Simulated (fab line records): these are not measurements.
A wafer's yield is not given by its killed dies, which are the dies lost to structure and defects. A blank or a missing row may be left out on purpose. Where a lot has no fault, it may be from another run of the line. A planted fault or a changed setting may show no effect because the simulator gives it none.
Matching of chambers | flow nand harc | 4 sister chambers for NHARC_A_STAIRCASE_ETCH_271 on rie diel-06
The step etches the open film in CF4/CHF3. 8 wafers are shown with their chamber, then 9 later ones without.

## WAFERS, EACH WITH ITS CHAMBER
wafer  | chamber | showerhead plenum p Torr (Torr) | drypump motor current A (A)
L076.4 | 2       | 1.66                            | 6.2
L079.1 | 0       | 1.49                            | 5.2
L079.4 | 3       | 1.49                            | 5.7
L084.5 | 1       | 1.50                            | 6.3
L084.6 | 2       | 1.66                            | 6.2
L086.3 | 1       | 1.50                            | 6.3
L086.4 | 3       | 1.48                            | 5.6
L086.6 | 0       | 1.49                            | 5.2

## WAFERS MISSING THEIR CHAMBER
wafer  | showerhead plenum p Torr (Torr) | drypump motor current A (A)
L087.2 | 1.48                            | 5.3
L087.5 | 1.48                            | 5.3
L087.6 | 1.48                            | 5.7
L091.3 | 1.65                            | 6.1
L091.4 | 1.65                            | 6.1
L091.6 | 1.50                            | 6.3
L095.2 | 1.49                            | 6.3
L095.4 | 1.48                            | 5.2
L095.6 | 1.49                            | 6.2

## CHAMBER TAKEN BY EACH
wafer  | from the rows above | in truth
L087.2 | 0                   | 0
L087.5 | 0                   | 0
L087.6 | 3                   | 3
L091.3 | 2                   | 2
L091.4 | 2                   | 2
L091.6 | 1                   | 1
L095.2 | 1                   | 1
L095.4 | 0                   | 0
L095.6 | 1                   | 1
Correctly placed: 9 of 9. Left unplaced by these rows: 0. Number placed wrongly: 0.
How it was worked out, from the rows above alone: a wafer's distance from a chamber is the root of the sum, over the readings, of the square of ((its reading less the chamber's mean) divided by the reading's scatter). The wafer belongs to the nearest chamber; if the next one is less than 2 further off, it can't be placed. A chamber's mean is the mean of its shown wafers. The scatter: the root of (the sum of the squares of (reading less its chamber's mean) over the shown wafers, divided by (wafers less chambers)).
